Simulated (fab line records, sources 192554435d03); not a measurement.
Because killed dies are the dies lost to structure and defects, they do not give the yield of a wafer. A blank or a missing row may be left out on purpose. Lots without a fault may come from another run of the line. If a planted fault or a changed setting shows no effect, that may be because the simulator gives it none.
fab line records -- flow n5_finfet
record: lots: 3, wafers: 9, last_day: 16
route steps=1938 shown BEOL_M8@1332 BEOL_M15@1830
lots that met no fault: taken from a fault-free run of the same line
start_h: hours from the record's first day to the start of the lot's first wafer shown -- wait_h: hours elapsed since this lot's preceding step -- " the same as in the row above -- L1.1+2: one row covering several wafers at once -- - either no value or no given start -- * or withheld: withheld -- < > ~ a bound
route shown NAME@n: a module of which the file shows steps, and the number in the route of the first -- usual: mean/standard deviation taken from wafers without a fault -- same: alike in all rows -- chamber/n: place in a boat -- sites: each site's reading -- _std_site: the values' standard deviation -- _edge_site: the outer-site mean with the inner-site mean subtracted -- radius_mm: for every site, how far away it sits from the centre of the wafer -- mask NAME#n: copy n -- behind: tool/chamber where the wafer was last shaped -- hold: why the lot went on hold/how many hours it stayed there/how the hold came to an end -- device: whichever transistor did not switch (one of n, p or np) -- end of line: the same wafers' tests at the end of the route -- step lacking rows: just its recipe -- killed: dies that structure and defects cost at the first sort, which is not the same as the wafer's yield -- map: the dies of a wafer, with x for killed, . for not killed, _ for no die there
set.NAME: the setting the step ran with; set.NAME@STEP: the setting that earlier step ran with -- model.NAME: the simulator's own value behind a step, which no gauge read
a table for each step, a row for each wafer; lots at some steps of the route
services: from which hour (start_h, from the record's first day; less than 0 if before it) a tool's chamber was out of use, for how many hours, and why
== steps ==
step: N5_BEOL_M8_ILD_DEP_00
recipe: material: SiCOH_lowk, target_thk_a: 1797.5, temp_c: 300, precursor: DEMS/porogen, pressure_torr: 5, rf_w: 500, time_s: 33.4
step: N5_BEOL_M8_CURE_74
recipe: temp_c: 385, time_s: 240, ambient: He/Ar, material: SiCOH_lowk
step: N5_BEOL_M8_PECVD_70
recipe: material: SiO2, target_thk_a: 200, temp_c: 400, precursor: TEOS/O2, pressure_torr: 5.5, rf_w: 450, teos_flow_sccm: 53.8, gas: O2, flow_sccm: 3000, time_s: 22.7
step: N5_BEOL_M8_HM_DEP_02
recipe: material: TiN, target_thk_a: 200, temp_c: 25, chamber_pressure_pa: 0.49996
step: N5_BEOL_M8_COAT_59
recipe: resist: SOC, temp_c: 250, time_s: 60, spin_rpm: 1500, resist_thk_nm: 100
step: N5_BEOL_M8_COAT_60
recipe: resist: SiARC, temp_c: 220, time_s: 60, spin_rpm: 1500, resist_thk_nm: 35
step: N5_BEOL_M8_COAT_05
recipe: resist: CAR-ArF, spin_rpm: 1500, resist_thk_nm: 90
step: N5_BEOL_M8_EBR_07
recipe: solvent: PGMEA, ebr_width_mm: 1.5
step: N5_BEOL_M8_SOFTBAKE_06
recipe: temp_c: 110, time_s: 60, resist: CAR-ArF
step: N5_BEOL_M8_EXPOSE_08
recipe: mask_id: M8, na: 1.35, source_shape: dipole, sigma_inner: 0.817, sigma_outer: 0.97, polarization: te, dose_mj: 68.25
usual: exposure_dose_mJ_cm2: 68.21/0.068, focus_offset_nm: 0.0/0.48, stage_vel_mm_s: 500.02/0.22
lot.wafer,tool,chamber,start_h,wait_h,mask,exposure_dose_mJ_cm2,focus_offset_nm,stage_vel_mm_s
L855.1,arfi_scanner-02,0,294.03,-,M8#0,68.13,0.5,500.03
L855.5,arfi_scanner-02,0,294.03,-,M8#0,68.19,0.0,500.44
L855.6,arfi_scanner-02,0,294.03,-,M8#0,68.20,-0.8,500.03
L858.1,arfi_scanner-02,0,311.86,-,M8#0,64.07,0.0,500.22
L858.3,arfi_scanner-02,0,311.86,-,M8#0,64.28,0.4,499.90
L858.4,arfi_scanner-02,0,311.86,-,M8#0,64.17,-0.2,499.96
L859.1,arfi_scanner-01,0,324.77,-,M8#0,68.25,0.0,499.95
L859.2,arfi_scanner-01,0,324.77,-,M8#0,68.32,0.1,499.97
L859.4,arfi_scanner-01,0,324.77,-,M8#0,68.23,0.1,500.22
step: N5_BEOL_M8_PEB_09
recipe: peb_temp_c: withheld, peb_time_s: 60, resist: CAR-ArF
step: N5_BEOL_M8_DEVELOP_10
recipe: develop_time_s: 30, developer: TMAH, resist: CAR-ArF, rinse_liquid: diw, dry: air_spin, dev_temp_c: 23
step: N5_BEOL_M8_CD_MEAS_11
recipe: target_cd_nm: 38.5, landing_energy_ev: 500, detector: se_inlens, polarity: opening
usual: cd_nm: 38.6/0.5
lot.wafer,tool,chamber,start_h,wait_h,cd_nm
L855.1,cd_sem-02,0,294.15,-,38.9
L855.5,cd_sem-02,0,294.15,-,38.7
L855.6,cd_sem-02,0,294.15,-,38.2
L858.1,cd_sem-01,0,311.98,-,35.4
L858.3,cd_sem-01,0,311.98,-,35.9
L858.4,cd_sem-01,0,311.98,-,35.4
L859.1,cd_sem-02,0,324.89,-,38.6
L859.2,cd_sem-02,0,324.89,-,38.3
L859.4,cd_sem-02,0,324.89,-,38.3
step: N5_BEOL_M8_DESCUM_16
recipe: chemistry: O2, time_s: 7.9, source_power_w: 50, bias_power_w: 20, pressure_mtorr: 20, rf_frequency_hz: 2.712e+07, temp_c: 40, resist: CAR-ArF, o2_flow_sccm: 225
step: N5_BEOL_M8_ETCH_61
recipe: chemistry: CF4, target: SiARC, target_depth_a: 455, mask_material: CAR-ArF, time_s: 75.8, ion_energy_ev: 80, pressure_mtorr: 40, source_w: 545, bias_w: 36, Ar_flow_sccm: 100, cf4_flow_sccm: 100, ends: cleared
usual: drypump_motor_current_A: 5.5/0.34, etch_rf_on_time_s: 76.0/1.4, oes_product_au: 0.64/0.063, rf_vpp_V: 183.9/1.1, showerhead_plenum_p_Torr: 2.13/0.057, throttle_valve_pct: 15.81/0.2
lot.wafer,tool,chamber,start_h,wait_h,drypump_motor_current_A,etch_rf_on_time_s,oes_product_au,rf_hours_counter_h,rf_vpp_V,showerhead_plenum_p_Torr,throttle_valve_pct,model.BEOL_M8.cd_offset_nm
L855.1,rie_diel-06,3,294.79,0.0,5.9,74.9,0.61,211,182.9,2.05,15.85,0.2
L855.5,rie_diel-06,1,294.79,0.0,5.2,73.2,0.78,-,183.6,2.11,15.48,0.4
L855.6,rie_diel-06,2,294.79,0.0,5.1,75.7,0.58,-,182.3,2.20,15.84,-0.4
L858.1,rie_diel-01,1,312.16,0.0,5.7,76.5,0.71,74,184.4,2.17,15.62,-3.6
L858.3,rie_diel-01,0,312.16,0.0,5.8,77.2,0.66,118,182.6,2.14,15.69,-2.8
L858.4,rie_diel-01,2,312.16,0.0,5.6,75.9,0.65,144,183.7,2.14,15.80,-3.2
L859.1,rie_diel-01,3,325.03,0.0,5.7,73.8,0.60,235,185.0,2.11,15.96,0
L859.2,rie_diel-01,0,325.03,0.0,5.7,78.4,0.66,122,183.4,2.14,15.69,0.2
L859.4,rie_diel-01,1,325.03,0.0,5.7,77.2,0.70,78,184.5,2.17,15.61,-0.2
step: N5_BEOL_M8_ETCH_62
recipe: chemistry: N2/H2, target: SOC, target_depth_a: 1100, overetch_a: 220, mask_material: SiARC, temp_c: 40, time_s: 165, ion_energy_ev: 200, pressure_mtorr: 30, source_w: 840, bias_w: 150, n2_flow_sccm: 200, h2_flow_sccm: 200
step: N5_BEOL_M8_STRIP_68
recipe: chemistry: N2/H2, temp_c: 40, n2_flow_sccm: 200, h2_flow_sccm: 200, rf_frequency_hz: 6e+07
step: N5_BEOL_M8_STRIP_67
recipe: chemistry: CF4, resist: SiARC, power_w: 300, bias_power_w: 75, pressure_mtorr: 50, cf4_flow_sccm: 150, rf_frequency_hz: 6e+07
step: N5_BEOL_M8_HM_OPEN_17
recipe: chemistry: Cl2/BCl3, target_depth_a: 200, overetch_a: 60, target: TiN, mask_material: SOC, ion_energy_ev: 150, pressure_mtorr: 10, icp_w: 1000, bias_w: 126, Cl2_flow_sccm: 53.25, bcl3_flow_sccm: 21.75, Ar_flow_sccm: 25
usual: drypump_motor_current_A: 5.7/0.58, oes_product_au: 0.63/0.065, throttle_valve_pct: 22.08/0.2
lot.wafer,tool,chamber,start_h,wait_h,drypump_motor_current_A,oes_product_au,rf_hours_counter_h,throttle_valve_pct,model.BEOL_M8.cd_offset_nm
L855.1,rie_metal-03,0,295.03,0.0,5.0,0.59,87,21.88,0
L855.5,rie_metal-03,1,295.03,0.0,5.2,0.55,-,22.11,0.2
L855.6,rie_metal-03,0,295.03,0.0,5.0,0.59,-,21.89,-0.6
L858.1,rie_metal-01,0,312.40,0.0,6.2,0.63,60,22.10,-4
L858.3,rie_metal-01,0,312.40,0.0,6.2,0.63,-,22.13,-2.8
L858.4,rie_metal-01,1,312.40,0.0,5.6,0.72,-,22.39,-2.8
L859.1,rie_metal-01,0,325.27,0.0,6.2,0.63,61,22.11,0.4
L859.2,rie_metal-01,1,325.27,0.0,5.6,0.72,21,22.38,0.4
L859.4,rie_metal-01,0,325.27,0.0,6.2,0.63,-,22.12,-0.4
step: N5_BEOL_M8_STRIP_19
recipe: chemistry: O2, power_w: 400, temp_c: 40, pressure_mtorr: 30, rf_frequency_hz: 6e+07, bias_power_w: 0, overash_fraction: 0.2, o2_flow_sccm: 225
step: N5_BEOL_M8_CD_MEAS_18
recipe: pitch_nm: 80, target_cd_nm: 40
usual: cd_nm: 40.1/0.58
lot.wafer,tool,chamber,start_h,wait_h,cd_nm
L855.1,cd_sem-02,-,295.21,0.0,39.5
L855.5,cd_sem-02,-,295.21,0.0,40.0
L855.6,cd_sem-02,-,295.21,0.0,39.6
L858.1,cd_sem-03,-,312.58,0.0,35.5
L858.3,cd_sem-03,-,312.58,0.0,37.6
L858.4,cd_sem-03,-,312.58,0.0,37.3
L859.1,cd_sem-02,-,325.45,0.0,40.3
L859.2,cd_sem-02,-,325.45,0.0,40.4
L859.4,cd_sem-02,-,325.45,0.0,39.2
step: N5_BEOL_M8_COAT_63
recipe: resist: SOC, temp_c: 250, time_s: 60, spin_rpm: 1500, resist_thk_nm: 60
step: N5_BEOL_M8_COAT_64
recipe: resist: SiARC, temp_c: 220, time_s: 60, spin_rpm: 1500, resist_thk_nm: 12
step: N5_BEOL_M8_COAT_71
recipe: resist: underlayer, temp_c: 205, time_s: 60, spin_rpm: 1500, resist_thk_nm: 5
step: N5_BEOL_M8_COAT_22
recipe: resist: CAR-EUV, spin_rpm: 1500, resist_thk_nm: 30
step: N5_BEOL_M8_EBR_24
recipe: solvent: PGMEA, ebr_width_mm: 1.5
step: N5_BEOL_M8_SOFTBAKE_23
recipe: temp_c: 110, time_s: 60, resist: CAR-EUV
step: N5_BEOL_M8_EXPOSE_25
recipe: mask_id: V7, na: 0.33, source_shape: annular, sigma_inner: 0.4, sigma_outer: 0.8, polarization: unpolarized, target_cd_nm: 40, dose_mj: 42.5
step: N5_BEOL_M8_PEB_26
recipe: peb_temp_c: 100, peb_time_s: 60, resist: CAR-EUV
step: N5_BEOL_M8_DEVELOP_27
recipe: develop_time_s: 30, developer: TMAH, resist: CAR-EUV, rinse_liquid: surfactant_rinse, dry: air_spin, dev_temp_c: 23
step: N5_BEOL_M8_DESCUM_33
recipe: chemistry: O2, time_s: 7, source_power_w: 50, bias_power_w: 20, pressure_mtorr: 20, rf_frequency_hz: 2.712e+07, temp_c: 40, resist: CAR-EUV, o2_flow_sccm: 225
step: N5_BEOL_M8_ETCH_72
recipe: chemistry: N2/H2, target: underlayer, target_depth_a: 65, mask_material: CAR-EUV, time_s: 5.2, ion_energy_ev: 200, pressure_mtorr: 30, source_w: 840, bias_w: 150, n2_flow_sccm: 200, h2_flow_sccm: 200, ends: cleared
step: N5_BEOL_M8_ETCH_65
recipe: chemistry: CF4, target: SiARC, target_depth_a: 156, mask_material: CAR-EUV, time_s: 26, ion_energy_ev: 80, pressure_mtorr: 40, source_w: 545, bias_w: 36, Ar_flow_sccm: 100, cf4_flow_sccm: 100, ends: cleared
step: N5_BEOL_M8_ETCH_66
recipe: chemistry: N2/H2, target: SOC, target_depth_a: 800, overetch_a: 160, mask_material: SiARC, temp_c: 40, time_s: 120, ion_energy_ev: 200, pressure_mtorr: 30, source_w: 840, bias_w: 150, n2_flow_sccm: 200, h2_flow_sccm: 200
step: N5_BEOL_M15_RC_MEAS_101
usual: COMB_M10: 1.5e-11/3e-12, COMB_M11: 1.43e-11/3e-12, COMB_M12: 6.6e-12/1.2e-12, COMB_M13: 4.9e-12/9.3e-13, COMB_M14: 4e-12/7.8e-13, COMB_M15: 2.8e-12/6e-13, COMB_M5: 3.6e-11/6.4e-12, COMB_M6: 2.5e-11/5.3e-12, COMB_M7: 2.7e-11/5.7e-12, COMB_M8: 2.6e-11/5.2e-12, COMB_M8_max_site: 3.6e-11/8.9e-12, COMB_M9: 1.5e-11/3.4e-12, SERP_M10: 3.11/0.096, SERP_M11: 3.08/0.083, SERP_M12: 0.635/0.017, SERP_M13: 0.308/0.0074, SERP_M14: 0.162/0.0035, SERP_M5: 38.5/1.7, SERP_M5_max_site: 40.1/1.8, SERP_M6: 13.7/0.65, SERP_M7: 13.8/0.55, SERP_M8: 13.6/0.51, SERP_M8_max_site: 14.2/0.56, SERP_M9: 3.06/0.089
lot.wafer,tool,chamber,start_h,wait_h,COMB_M10[S/m],COMB_M11[S/m],COMB_M12[S/m],COMB_M13[S/m],COMB_M14[S/m],COMB_M15[S/m],COMB_M5[S/m],COMB_M6[S/m],COMB_M7[S/m],COMB_M8[S/m],COMB_M8_max_site[S/m],COMB_M9[S/m],SERP_M10[ohm/um],SERP_M11[ohm/um],SERP_M12[ohm/um],SERP_M13[ohm/um],SERP_M14[ohm/um],SERP_M5[ohm/um],SERP_M5_max_site[ohm/um],SERP_M6[ohm/um],SERP_M7[ohm/um],SERP_M8[ohm/um],SERP_M8_max_site[ohm/um],SERP_M9[ohm/um]
L855.1,prober-02,0,359.20,0.0,1.3e-11,1.83e-11,8.6e-12,6.7e-12,3e-12,2.7e-12,2.3e-11,2.4e-11,3e-11,2.8e-11,3.3e-11,1.6e-11,3.22,3.06,0.633,0.303,0.163,37.5,40.5,12.3,13.6,14.1,14.6,2.97
L855.5,prober-02,0,359.20,0.0,1.7e-11,1.46e-11,5e-12,5.1e-12,4e-12,3.9e-12,2.8e-11,3.9e-11,3.8e-11,1.8e-11,2.5e-11,1.1e-11,3.18,3.10,0.623,0.305,0.164,38.2,39.3,12.9,14.6,13.4,13.7,2.92
L855.6,prober-02,0,359.20,0.0,1.8e-11,1.72e-11,6.5e-12,5.8e-12,2.9e-12,3.4e-12,3.2e-11,2.2e-11,2.2e-11,2.7e-11,3.1e-11,1.7e-11,3.20,3.00,0.646,0.302,0.165,41.5,43.4,13.1,14.0,14.4,15.3,3.12
L858.1,prober-02,0,366.95,0.0,1.4e-11,1.66e-11,5.3e-12,5.2e-12,3.1e-12,4.3e-12,2.9e-11,3.2e-11,2.5e-11,2.6e-11,4e-11,1.8e-11,3.26,3.08,0.630,0.310,0.157,40.4,41.0,14.7,14.3,16.6,17.6,3.26
L858.3,prober-02,0,366.95,0.0,1.6e-11,1.31e-11,4.6e-12,5e-12,3.5e-12,2.5e-12,3.1e-11,3.9e-11,3.5e-11,3.4e-11,4e-11,1.8e-11,3.21,3.03,0.652,0.317,0.167,34.0,35.2,13.7,14.4,15.6,16.0,3.09
L858.4,prober-02,0,366.95,0.0,1.4e-11,1.64e-11,7.3e-12,4.5e-12,3.6e-12,2.6e-12,3.1e-11,2.2e-11,3e-11,2.9e-11,3.7e-11,1.4e-11,3.01,2.91,0.632,0.313,0.164,36.6,40.3,13.3,13.6,14.6,15.5,3.13
L859.1,prober-01,0,378.51,0.0,1.4e-11,1.19e-11,3.8e-12,2.7e-12,4.3e-12,2e-12,3.4e-11,1.3e-11,2.3e-11,2.6e-11,4.4e-11,1.3e-11,3.23,3.10,0.623,0.315,0.161,43.8,44.9,12.7,14.0,12.8,13.7,3.06
L859.2,prober-01,0,378.51,0.0,1e-11,1.48e-11,5e-12,4.5e-12,3.9e-12,2.7e-12,3.1e-11,2.2e-11,3.2e-11,2.5e-11,3.5e-11,1.8e-11,3.13,3.20,0.636,0.313,0.158,38.0,38.5,13.5,14.8,13.9,14.6,3.03
L859.4,prober-01,0,378.51,0.0,1.1e-11,2.12e-11,7.3e-12,3.9e-12,4.2e-12,2.2e-12,3.7e-11,2.6e-11,2.9e-11,2.9e-11,3.4e-11,1.1e-11,3.13,3.09,0.627,0.314,0.164,40.0,44.0,13.9,14.3,14.4,15.2,3.09
sites SERP_M8 radius_mm=0,75,75,75,75,140,140,140,140
L855.1 14.5 14.4 14.1 14.5 14.6 13.9 13.7 13.7 13.9
L858.1 16.2 16.1 16.7 16.5 16.5 16.6 17.6 17.3 17.1
L859.1 12.3 12.4 12.8 12.7 12.8 13.1 13.7 13.2 13.4
== services ==
tool,chamber,start_h,hours,kind
arfi_scanner-02,0,270.95,-,calibration
arfi_scanner-01,-,284.70,1.0,pm
arfi_scanner-01,-,289.16,6.0,pm
arfi_scanner-01,-,299.29,3.3,repair
arfi_scanner-02,-,315.11,1.3,pm
rie_metal-01,1,315.86,8.9,repair
arfi_scanner-01,-,322.28,1.0,pm
rie_diel-06,0,324.90,17.4,repair
== key ==
first_sign: step: N5_BEOL_M8_EXPOSE_08, reading: exposure_dose_mJ_cm2, direction: down, sigmas: 60, usual: 68.21, struck: 64.17
effect: step: N5_BEOL_M8_CD_MEAS_11, reading: cd_nm, direction: down, sigmas: 6.2, usual: 38.6, struck: 35.5, through: control_loop
effect: step: N5_BEOL_M8_CD_MEAS_18, reading: cd_nm, direction: down, sigmas: 5.7, usual: 40.1, struck: 36.8, through: control_loop
effect: step: N5_BEOL_M15_RC_MEAS_101, reading: SERP_M8, direction: up, sigmas: 3.9, usual: 13.6, struck: 15.6
model_effect: step: N5_BEOL_M8_ETCH_61, value: BEOL_M8.cd_offset_nm, without: -0.4, struck: -3.2
model_effect: step: N5_BEOL_M8_HM_OPEN_17, value: BEOL_M8.cd_offset_nm, without: -0.4, struck: -3.2
met_at N5_BEOL_M8_EXPOSE_08
struck_wafers L858.1,L858.3,L858.4
loop_trim: step: N5_BEOL_M8_EXPOSE_08, setting: dose, lots: L858
onset_between 294.03 311.86
fault: kind: process_parameter_drift, tool: arfi_scanner-02, chamber: -, onset_h: 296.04, steps: N5_BEOL_M8_EXPOSE_08, channel: dose_mj, offset: -4.9519, shape: step, acts_in: these_recipes_only, stated: 68.25
loop_trim: a control loop set the setting to another value than it would have without faults
